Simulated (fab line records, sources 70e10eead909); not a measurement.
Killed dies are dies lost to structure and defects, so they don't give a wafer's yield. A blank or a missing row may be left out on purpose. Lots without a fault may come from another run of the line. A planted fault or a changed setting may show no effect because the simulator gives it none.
Which tool did it? | flow nand_harc | 24 lots, 72 wafers sampled, at 6 steps of a route of 1159

WHAT THE GAUGES READ, wafer by wafer
NHARC_A_CONTACT_OVL_MEAS_09.
lot  | measured     | on         | overlay_x_nm (nm) | overlay_y_nm (nm)
L074 | day 16 23:03 | overlay-01 | -0.3 -0.1 -0.7    | 2.0 2.1 1.8
L075 | day 17 04:39 | overlay-02 | -0.9 -1.2 -0.9    | -0.1 0.6 0.3
L077 | day 17 08:46 | overlay-01 | -0.7 -0.7 -0.3    | 0.0 -0.1 -0.6
L076 | day 17 07:09 | overlay-01 | 0.5 -0.3 0.4      | 0.4 0.2 0.2
L078 | day 18 12:43 | overlay-01 | 1.4 1.5 1.5       | -1.2 -0.6 -1.0
L079 | day 18 16:21 | overlay-01 | 0.0 0.0 -0.1      | 0.9 0.7 1.3
L080 | day 18 23:02 | overlay-01 | 1.3 1.6 1.7       | 0.7 0.5 1.2
L082 | day 19 00:04 | overlay-02 | -0.2 -0.3 0.0     | 1.6 1.5 2.2
L081 | day 19 02:34 | overlay-01 | 0.5 0.4 0.6       | -0.6 -1.2 -1.3
L083 | day 19 17:51 | overlay-02 | 1.6 1.8 1.2       | 0.4 -0.2 0.0
L084 | day 19 21:20 | overlay-02 | -0.2 -0.1 0.2     | -0.8 -0.2 -0.4
L087 | day 20 01:48 | overlay-02 | -0.2 0.4 -0.2     | 0.6 0.2 -0.5
L085 | day 20 10:16 | overlay-02 | 0.5 0.4 0.4       | -1.2 -1.1 -1.4
L086 | day 20 12:59 | overlay-01 | -0.4 -0.4 -0.3    | -1.0 -0.6 0.0
L088 | day 20 16:56 | overlay-02 | 0.1 0.0 -0.2      | -1.1 -0.6 -0.5
L089 | day 20 14:01 | overlay-01 | -0.3 -0.5 0.1     | 0.3 0.5 0.3
L091 | day 20 22:56 | overlay-01 | -1.1 -1.1 -1.4    | -0.7 -0.2 -1.0
L090 | day 21 04:59 | overlay-02 | 0.8 1.2 1.0       | -0.4 -0.7 -0.5
L092 | day 21 17:32 | overlay-02 | 1.3 1.8 1.9       | 0.7 0.8 0.4
L094 | day 22 02:52 | overlay-01 | -0.5 -0.5 -1.2    | 0.2 0.4 0.0
L096 | day 22 08:10 | overlay-01 | -0.5 -0.8 -0.6    | 0.7 0.4 -0.3
L095 | day 22 09:32 | overlay-02 | -0.6 -1.3 -0.6    | 0.4 -0.1 0.3
L093 | day 22 11:08 | overlay-02 | 0.3 0.5 0.2       | 0.5 0.7 0.7
L097 | day 23 01:11 | overlay-01 | -1.8 -1.7 -2.3    | 1.2 1.1 2.0

WHICH TOOL RAN EACH LOT (tool, then ch and the chambers of the sampled wafers, then the start)
lot  | NHARC_A_CONTACT_ETCH_111             | NHARC_A_CONTACT_ETCH_115             | NHARC_A_CONTACT_ETCH_119             | NHARC_A_CONTACT_ETCH_125             | NHARC_A_CONTACT_ETCH_131
L074 | har_cap_etch-02 ch 0,1, day 16 07:20 | har_cap_etch-02 ch 0,1, day 16 07:49 | har_cap_etch-02 ch 0,1, day 16 08:10 | har_cap_etch-01 ch 0,1, day 16 16:22 | har_cap_etch-01 ch 0,1, day 16 17:13
L075 | har_cap_etch-01 ch 0,1, day 16 13:10 | har_cap_etch-01 ch 0,1, day 16 13:37 | har_cap_etch-01 ch 0,1, day 16 13:59 | har_cap_etch-03 ch 0,1, day 16 23:22 | har_cap_etch-03 ch 0,1, day 17 00:30
L077 | har_cap_etch-02 ch 0,1, day 16 17:40 | har_cap_etch-02 ch 0,1, day 16 18:07 | har_cap_etch-02 ch 0,1, day 16 18:29 | har_cap_etch-03 ch 0,1, day 17 03:49 | har_cap_etch-03 ch 0,1, day 17 04:40
L076 | har_cap_etch-03 ch 0,1, day 16 18:19 | har_cap_etch-03 ch 0,1, day 16 18:44 | har_cap_etch-03 ch 0,1, day 16 19:06 | har_cap_etch-02 ch 0,1, day 17 02:12 | har_cap_etch-02 ch 0,1, day 17 03:03
L078 | har_cap_etch-01 ch 0,1, day 17 19:37 | har_cap_etch-01 ch 0,1, day 17 20:10 | har_cap_etch-01 ch 0,1, day 17 20:39 | har_cap_etch-03 ch 0,1, day 18 05:04 | har_cap_etch-03 ch 0,1, day 18 05:56
L079 | har_cap_etch-02 ch 0,1, day 17 23:57 | har_cap_etch-02 ch 0,1, day 18 00:34 | har_cap_etch-02 ch 0,1, day 18 01:02 | har_cap_etch-02 ch 0,1, day 18 08:55 | har_cap_etch-02 ch 0,1, day 18 09:46
L080 | har_cap_etch-01 ch 0,1, day 18 07:14 | har_cap_etch-01 ch 0,1, day 18 07:42 | har_cap_etch-01 ch 0,1, day 18 08:04 | har_cap_etch-03 ch 0,1, day 18 17:16 | har_cap_etch-03 ch 0,1, day 18 18:07
L082 | har_cap_etch-03 ch 0,1, day 18 09:46 | har_cap_etch-03 ch 0,1, day 18 10:23 | har_cap_etch-03 ch 0,1, day 18 10:53 | har_cap_etch-02 ch 0, day 18 18:26   | har_cap_etch-02 ch 0, day 18 19:17
L081 | har_cap_etch-01 ch 0,1, day 18 12:52 | har_cap_etch-01 ch 0,1, day 18 13:19 | har_cap_etch-01 ch 0,1, day 18 13:41 | har_cap_etch-01 ch 0,1, day 18 19:53 | har_cap_etch-01 ch 0,1, day 18 20:44
L083 | har_cap_etch-01 ch 0,1, day 19 02:39 | har_cap_etch-01 ch 0,1, day 19 03:08 | har_cap_etch-01 ch 0,1, day 19 03:29 | har_cap_etch-01 ch 0, day 19 10:36   | har_cap_etch-01 ch 0, day 19 11:27
L084 | har_cap_etch-02 ch 0,1, day 19 08:43 | har_cap_etch-02 ch 0,1, day 19 09:10 | har_cap_etch-02 ch 0,1, day 19 09:31 | har_cap_etch-02 ch 0,1, day 19 15:57 | har_cap_etch-02 ch 0,1, day 19 16:49
L087 | har_cap_etch-03 ch 0,1, day 19 11:03 | har_cap_etch-03 ch 0,1, day 19 11:31 | har_cap_etch-03 ch 0,1, day 19 11:53 | har_cap_etch-02 ch 0,1, day 19 19:55 | har_cap_etch-02 ch 0,1, day 19 20:46
L085 | har_cap_etch-01 ch 0,1, day 19 18:07 | har_cap_etch-01 ch 0,1, day 19 18:35 | har_cap_etch-01 ch 0,1, day 19 18:56 | har_cap_etch-01 ch 0,1, day 20 02:08 | har_cap_etch-01 ch 0,1, day 20 02:59
L086 | har_cap_etch-01 ch 0,1, day 19 22:11 | har_cap_etch-01 ch 0,1, day 19 22:38 | har_cap_etch-01 ch 0,1, day 19 23:00 | har_cap_etch-03 ch 0,1, day 20 05:16 | har_cap_etch-03 ch 0,1, day 20 06:07
L088 | har_cap_etch-02 ch 0,1, day 20 00:10 | har_cap_etch-02 ch 0,1, day 20 00:38 | har_cap_etch-02 ch 0,1, day 20 01:00 | har_cap_etch-03 ch 0,1, day 20 11:15 | har_cap_etch-03 ch 0,1, day 20 12:06
L089 | har_cap_etch-03 ch 0,1, day 20 00:25 | har_cap_etch-03 ch 0,1, day 20 00:53 | har_cap_etch-03 ch 0,1, day 20 01:14 | har_cap_etch-01 ch 0,1, day 20 07:49 | har_cap_etch-01 ch 0,1, day 20 08:40
L091 | har_cap_etch-02 ch 0,1, day 20 10:38 | har_cap_etch-02 ch 0,1, day 20 11:03 | har_cap_etch-02 ch 0,1, day 20 11:25 | har_cap_etch-03 ch 0,1, day 20 17:50 | har_cap_etch-03 ch 0,1, day 20 18:41
L090 | har_cap_etch-02 ch 0,1, day 20 12:04 | har_cap_etch-02 ch 0,1, day 20 12:32 | har_cap_etch-02 ch 0,1, day 20 12:53 | har_cap_etch-02 ch 0,1, day 20 23:07 | har_cap_etch-02 ch 0,1, day 20 23:58
L092 | har_cap_etch-01 ch 0,1, day 21 02:56 | har_cap_etch-01 ch 0,1, day 21 03:34 | har_cap_etch-01 ch 0,1, day 21 04:02 | har_cap_etch-03 ch 0,1, day 21 12:13 | har_cap_etch-03 ch 0,1, day 21 13:04
L094 | har_cap_etch-01 ch 0,1, day 21 14:05 | har_cap_etch-01 ch 0,1, day 21 14:43 | har_cap_etch-01 ch 0,1, day 21 15:12 | har_cap_etch-02 ch 0,1, day 21 21:49 | har_cap_etch-02 ch 0,1, day 21 22:40
L096 | har_cap_etch-02 ch 0,1, day 21 18:10 | har_cap_etch-02 ch 0,1, day 21 18:38 | har_cap_etch-02 ch 0,1, day 21 18:59 | har_cap_etch-01 ch 0, day 22 01:35   | har_cap_etch-01 ch 0, day 22 02:26
L095 | har_cap_etch-01 ch 0,1, day 21 21:14 | har_cap_etch-01 ch 0,1, day 21 21:40 | har_cap_etch-01 ch 0,1, day 21 22:01 | har_cap_etch-02 ch 0,1, day 22 04:26 | har_cap_etch-02 ch 0,1, day 22 05:17
L093 | har_cap_etch-03 ch 0,1, day 21 22:11 | har_cap_etch-03 ch 0,1, day 21 22:38 | har_cap_etch-03 ch 0,1, day 21 23:00 | har_cap_etch-03 ch 0,1, day 22 06:01 | har_cap_etch-03 ch 0,1, day 22 06:52
L097 | har_cap_etch-02 ch 0,1, day 22 12:40 | har_cap_etch-02 ch 0,1, day 22 13:07 | har_cap_etch-02 ch 0,1, day 22 13:28 | har_cap_etch-02 ch 0,1, day 22 19:58 | har_cap_etch-02 ch 0,1, day 22 20:49
- NHARC_A_CONTACT_ETCH_111: etches the open film in C4F8/O2/Ar, time 140 s, target depth 700 nm.
- NHARC_A_CONTACT_ETCH_115: etches the open film in C4F8/O2/Ar, time 94 s, target depth 922 nm.
- NHARC_A_CONTACT_ETCH_119: etches the open film in C4F8/O2/Ar, time 94 s, target depth 922 nm.
- NHARC_A_CONTACT_ETCH_125: etches the open film in C4F8/O2/Ar, time 155 s, target depth 956 nm.
- NHARC_A_CONTACT_ETCH_131: etches the open film in C4F8/O2/Ar, time 155 s, target depth 956 nm.

WHAT THE TOOLS THEMSELVES READ (means of the sampled wafers that have a number; where no wafer has one, the mark that the record gives instead)
The record holds no such reading with a usual standard deviation.

THE ANSWER, worked out from the rows above alone
Rule: what is usual is taken from the lots themselves. Put in order of their means at a reading, lots are off if they are a third of the lots or fewer, leave a main group of 4 or more, and stand apart from it by a gap of 3 or more times the standard deviation of the main group's means; of several such gaps the widest counts. A main group whose means are all the same, to the digits that the tables above print for the reading, isn't used. A lot without any number at a reading at which 4 lots or more have one is off too. The other lots that the step has rows for count as sound. The gauges are gone through in route order, then the tools' own readings, and for those a lot's mean is taken as printed above. The first step at which some lot is off is used, and at that step the reading that is off furthest; a lot without a number counts as furthest.
No lot is off at any reading shown: from this, nothing can be told.

WHAT THE SIMULATOR HAD PUT IN
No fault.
